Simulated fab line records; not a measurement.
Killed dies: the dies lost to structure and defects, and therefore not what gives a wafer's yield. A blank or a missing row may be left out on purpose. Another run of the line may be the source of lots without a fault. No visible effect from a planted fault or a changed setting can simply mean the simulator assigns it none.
Chamber matching | flow n5-finfet | cmp-01 running N5_PMOS_HMC_CHANNEL_EPI_CMP_21: 4 sister chambers
The step polishes SiGe30, target thk 54 nm. 14 wafers are shown with their chamber, then 7 later ones without.

== EACH WAFER AND ITS CHAMBER ==
wafer  | chamber | motor-current-A (A)
L077.1 | 1       | 12.8
L077.2 | 2       | 12.9
L077.5 | 1       | 13.3
L081.1 | 1       | 12.9
L081.3 | 3       | 11.1
L081.6 | 2       | 12.8
L083.1 | 0       | 10.9
L083.4 | 2       | 13.0
L083.6 | 0       | 11.5
L086.1 | 3       | 11.5
L086.4 | 0       | 11.1
L086.6 | 3       | 11.3
L088.2 | 0       | 11.4
L088.4 | 2       | 12.9

SIGNATURES, as means of the wafers listed above
reading         | chamber 0 | chamber 1 | chamber 2 | chamber 3 | scatter within a chamber
motor-current-A | 11.225    | 13.000    | 12.900    | 11.300    | 0.216
Rule: for each reading, subtract the chamber's mean from the wafer's reading, divide by that reading's scatter and square the result; add these up over the readings and take the root, which gives the wafer's distance from the chamber. The wafer belongs to the nearest chamber; if the next one is less than 2 further off, it can't be placed. How the scatter is found: for the shown wafers, subtract from each reading the mean of its chamber, square and add these, divide the total by (wafers less chambers), then take the root.

== WAFERS WHOSE CHAMBER IS MISSING ==
wafer  | motor-current-A (A)
L088.5 | 10.5
L094.1 | 11.6
L094.4 | 13.1
L094.5 | 10.8
L097.4 | 11.3
L097.5 | 10.9
L097.6 | 12.9

== THE CHAMBER EACH PASSED THROUGH ==
wafer  | from the rows above     | in truth
L088.5 | can't be placed: 0 or 3 | 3
L094.1 | can't be placed: 3 or 0 | 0
L094.4 | can't be placed: 1 or 2 | 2
L094.5 | can't be placed: 0 or 3 | 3
L097.4 | can't be placed: 3 or 0 | 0
L097.5 | can't be placed: 0 or 3 | 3
L097.6 | can't be placed: 2 or 1 | 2
Correct placement for 0 of the 7. These rows do not allow placing 7 (true chamber among the candidates in 7). 0 placed wrongly.
